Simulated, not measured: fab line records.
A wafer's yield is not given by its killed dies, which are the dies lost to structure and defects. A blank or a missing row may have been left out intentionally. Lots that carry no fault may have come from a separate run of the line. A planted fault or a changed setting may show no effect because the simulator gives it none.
Lot-split experiment || flow n5Finfet || 21 wafers read from 7 lots, route of 1938 steps

## THE SPLIT ITSELF
At N5_BEOL_M4_COAT_22 (resist thk 30 nm), the setting spinRpm was moved away from the recipe's 1500 rpm on 11 of the 21 wafers read, by -8.9% to +11.0%. This setting was run at the recipe's value on the other wafers.

## FROM THE SPLIT TO THE READING: what the file shows between them, 2 steps
- N5_BEOL_M4_EBR_24
- N5_BEOL_M4_SOFTBAKE_23: time 60 s

## THE READING
CAR-EUV_of_BEOL_M4_COAT_22.thkNm (the simulator's own value, which no gauge read), in nm, at N5_BEOL_M4_DESCUM_33 (chemistry O2, time 7 s). No usual value for it is given in the file. Average 26.0 nm, standard deviation 0.08 nm, over the 10 wafers here run with the recipe.

{"wafer": "L078.2", "tool, chamber at the split": "lithoTrack-02, 0", "spinRpm as run, rpm": 1651, "against the recipe": "+10.1%", "CAR-EUV_of_BEOL_M4_COAT_22.thkNm, nm": 24.6, "against lot-mates on the recipe": -1.4}
{"wafer": "L078.5", "tool, chamber at the split": "lithoTrack-02, 0", "spinRpm as run, rpm": 1651, "against the recipe": "+10.1%", "CAR-EUV_of_BEOL_M4_COAT_22.thkNm, nm": 24.6, "against lot-mates on the recipe": -1.4}
{"wafer": "L078.3", "tool, chamber at the split": "lithoTrack-02, 0", "spinRpm as run, rpm": 1500, "against the recipe": "recipe", "CAR-EUV_of_BEOL_M4_COAT_22.thkNm, nm": 26, "against lot-mates on the recipe": "-"}
{"wafer": "L081.1", "tool, chamber at the split": "lithoTrack-02, 0", "spinRpm as run, rpm": 1500, "against the recipe": "recipe", "CAR-EUV_of_BEOL_M4_COAT_22.thkNm, nm": 26.2, "against lot-mates on the recipe": "-"}
{"wafer": "L081.2", "tool, chamber at the split": "lithoTrack-02, 0", "spinRpm as run, rpm": 1595, "against the recipe": "+6.3%", "CAR-EUV_of_BEOL_M4_COAT_22.thkNm, nm": 25.2, "against lot-mates on the recipe": -1.0}
{"wafer": "L081.4", "tool, chamber at the split": "lithoTrack-02, 0", "spinRpm as run, rpm": 1595, "against the recipe": "+6.3%", "CAR-EUV_of_BEOL_M4_COAT_22.thkNm, nm": 25.2, "against lot-mates on the recipe": -1.0}
{"wafer": "L084.1", "tool, chamber at the split": "lithoTrack-02, 0", "spinRpm as run, rpm": 1500, "against the recipe": "recipe", "CAR-EUV_of_BEOL_M4_COAT_22.thkNm, nm": 26, "against lot-mates on the recipe": "-"}
{"wafer": "L084.3", "tool, chamber at the split": "lithoTrack-02, 0", "spinRpm as run, rpm": 1572, "against the recipe": "+4.8%", "CAR-EUV_of_BEOL_M4_COAT_22.thkNm, nm": 25.4, "against lot-mates on the recipe": -0.6}
{"wafer": "L084.6", "tool, chamber at the split": "lithoTrack-02, 0", "spinRpm as run, rpm": 1572, "against the recipe": "+4.8%", "CAR-EUV_of_BEOL_M4_COAT_22.thkNm, nm": 25.4, "against lot-mates on the recipe": -0.6}
{"wafer": "L087.1", "tool, chamber at the split": "lithoTrack-03, 0", "spinRpm as run, rpm": 1500, "against the recipe": "recipe", "CAR-EUV_of_BEOL_M4_COAT_22.thkNm, nm": 26, "against lot-mates on the recipe": "-"}
{"wafer": "L087.3", "tool, chamber at the split": "lithoTrack-03, 0", "spinRpm as run, rpm": 1500, "against the recipe": "recipe", "CAR-EUV_of_BEOL_M4_COAT_22.thkNm, nm": 26, "against lot-mates on the recipe": "-"}
{"wafer": "L087.4", "tool, chamber at the split": "lithoTrack-03, 0", "spinRpm as run, rpm": 1500, "against the recipe": "recipe", "CAR-EUV_of_BEOL_M4_COAT_22.thkNm, nm": 26, "against lot-mates on the recipe": "-"}
{"wafer": "L090.1", "tool, chamber at the split": "lithoTrack-05, 0", "spinRpm as run, rpm": 1417, "against the recipe": "-5.5%", "CAR-EUV_of_BEOL_M4_COAT_22.thkNm, nm": 27, "against lot-mates on the recipe": "+0.9"}
{"wafer": "L090.3", "tool, chamber at the split": "lithoTrack-05, 0", "spinRpm as run, rpm": 1500, "against the recipe": "recipe", "CAR-EUV_of_BEOL_M4_COAT_22.thkNm, nm": 26.2, "against lot-mates on the recipe": "-"}
{"wafer": "L090.5", "tool, chamber at the split": "lithoTrack-05, 0", "spinRpm as run, rpm": 1500, "against the recipe": "recipe", "CAR-EUV_of_BEOL_M4_COAT_22.thkNm, nm": 26, "against lot-mates on the recipe": "-"}
{"wafer": "L094.3", "tool, chamber at the split": "lithoTrack-03, 0", "spinRpm as run, rpm": 1665, "against the recipe": "+11.0%", "CAR-EUV_of_BEOL_M4_COAT_22.thkNm, nm": 24.4, "against lot-mates on the recipe": -1.6}
{"wafer": "L094.6", "tool, chamber at the split": "lithoTrack-03, 0", "spinRpm as run, rpm": 1665, "against the recipe": "+11.0%", "CAR-EUV_of_BEOL_M4_COAT_22.thkNm, nm": 24.4, "against lot-mates on the recipe": -1.6}
{"wafer": "L094.5", "tool, chamber at the split": "lithoTrack-03, 0", "spinRpm as run, rpm": 1500, "against the recipe": "recipe", "CAR-EUV_of_BEOL_M4_COAT_22.thkNm, nm": 26, "against lot-mates on the recipe": "-"}
{"wafer": "L089.1", "tool, chamber at the split": "lithoTrack-05, 0", "spinRpm as run, rpm": 1500, "against the recipe": "recipe", "CAR-EUV_of_BEOL_M4_COAT_22.thkNm, nm": 26, "against lot-mates on the recipe": "-"}
{"wafer": "L089.2", "tool, chamber at the split": "lithoTrack-05, 0", "spinRpm as run, rpm": 1366, "against the recipe": "-8.9%", "CAR-EUV_of_BEOL_M4_COAT_22.thkNm, nm": 27.4, "against lot-mates on the recipe": "+1.4"}
{"wafer": "L089.3", "tool, chamber at the split": "lithoTrack-05, 0", "spinRpm as run, rpm": 1366, "against the recipe": "-8.9%", "CAR-EUV_of_BEOL_M4_COAT_22.thkNm, nm": 27.4, "against lot-mates on the recipe": "+1.4"}

THE FIT
A straight line over all 21 wafers: CAR-EUV_of_BEOL_M4_COAT_22.thkNm changes by -0.148 nm for each +1% of spinRpm; r = -1.00; the points scatter about the line by 0.073 nm.
The same after taking each lot's own level away (the mean of its wafers on the recipe; 21 wafers): -0.148 nm for each +1%; r = -1.00; scatter 0.062 nm.
The reading moves by 1.6 nm for the largest change in spinRpm, on that fit.
The lots' own levels span 26.00 to 26.20 nm, that is 2.5 times the standard deviation above.
The two slopes agree, so the slope changes little with the lot-to-lot level.
Check: with one of the wafers moved furthest among these (+11.0%) left out of the fit, the line predicts -1.61 nm for it against its lot-mates. It came out at -1.6 nm against them.

## FURTHER SPLITS ON THESE WAFERS
Note: prior to the reading, these wafers also went through further splits. Each is held against what the fit with the lots' levels taken away leaves over:
{"other split on the same wafers": "N5_BEOL_M0_SAQP_DESCUM_45 timeS", "wafers away from the commonest value": 11, "r with CAR-EUV_of_BEOL_M4_COAT_22.thkNm (lot level and that fit taken away)": "+0.07"}
{"other split on the same wafers": "N5_BEOL_M3_EXPOSE_25 doseMj", "wafers away from the commonest value": 5, "r with CAR-EUV_of_BEOL_M4_COAT_22.thkNm (lot level and that fit taken away)": "+0.25"}
{"other split on the same wafers": "N5_BEOL_M3_ALD_98 aldCycles", "wafers away from the commonest value": 7, "r with CAR-EUV_of_BEOL_M4_COAT_22.thkNm (lot level and that fit taken away)": "+0.20"}
{"other split on the same wafers": "N5_BEOL_M3_ETCH_41 targetDepthA", "wafers away from the commonest value": 5, "r with CAR-EUV_of_BEOL_M4_COAT_22.thkNm (lot level and that fit taken away)": "+0.07"}
{"other split on the same wafers": "N5_BEOL_M4_ETCH_64 biasW", "wafers away from the commonest value": 10, "r with CAR-EUV_of_BEOL_M4_COAT_22.thkNm (lot level and that fit taken away)": -0.17}

## THE WHOLE CHAIN: every reading that the file lists as answering this split, in the file's order
{"step": "N5_BEOL_M4_COAT_22", "what it does": "resist thk 30 nm", "reading": "CAR-EUV_of_BEOL_M4_COAT_22.thkNm (the simulator's own value, which no gauge read)", "change (the file's fit)": "-0.142 nm for each +1% of the setting", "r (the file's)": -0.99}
{"step": "N5_BEOL_M4_DESCUM_33", "what it does": "chemistry O2, time 7 s", "reading": "CAR-EUV_of_BEOL_M4_COAT_22.thkNm (the simulator's own value, which no gauge read)", "change (the file's fit)": "-0.147 nm for each +1% of the setting", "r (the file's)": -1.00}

## THE FILE'S OWN FIT
CAR-EUV_of_BEOL_M4_COAT_22.thkNm changes by -0.147 nm for each +1% of spinRpm, r = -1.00.
